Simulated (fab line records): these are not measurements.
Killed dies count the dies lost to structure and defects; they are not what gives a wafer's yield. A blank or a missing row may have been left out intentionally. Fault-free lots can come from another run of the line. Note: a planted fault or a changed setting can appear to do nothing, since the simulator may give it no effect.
Chamber matching :: flow nand_harc :: NHARC_P_ZERO_WELL_DESCUM_54 on rie_diel-05 has 3 sister chambers
The step chemistry O2, time 3 s. 3 wafers are shown with their chamber, then 6 later ones without.

## WAFERS PAIRED WITH THEIR CHAMBERS
wafer: L084.3
chamber: 1
drypump_motor_current_A (A): 6.2

wafer: L084.5
chamber: 0
drypump_motor_current_A (A): 6.7

wafer: L086.5
chamber: 3
drypump_motor_current_A (A): 5.2

## WAFERS WHOSE CHAMBER IS MISSING
wafer: L090.4
drypump_motor_current_A (A): 6.7

wafer: L090.5
drypump_motor_current_A (A): 6.6

wafer: L090.6
drypump_motor_current_A (A): 6.2

wafer: L093.2
drypump_motor_current_A (A): 6.2

wafer: L093.4
drypump_motor_current_A (A): 5.2

wafer: L093.5
drypump_motor_current_A (A): 6.2

## WHICH CHAMBER EACH ONE RAN IN
wafer: L090.4
from the rows above: 0
in truth: 0

wafer: L090.5
from the rows above: 0
in truth: 0

wafer: L090.6
from the rows above: 1
in truth: 1

wafer: L093.2
from the rows above: 1
in truth: 1

wafer: L093.4
from the rows above: 3
in truth: 3

wafer: L093.5
from the rows above: 1
in truth: 1
6 of 6 placed correctly. Not placeable from these rows: 0. 0 placed wrongly.
How it was worked out, from the rows above alone: a wafer's distance from a chamber is the root of the sum, over the readings, of the square of ((its reading less the chamber's mean) divided by the reading's scatter). The wafer belongs to the nearest chamber; if the next one is less than 2 further off, it can't be placed. For every chamber, the mean is computed from those of its wafers that are shown. The scatter (one wafer shown for each chamber): square how far every hidden wafer sits from the nearest shown wafer, average those squares and take the square root.
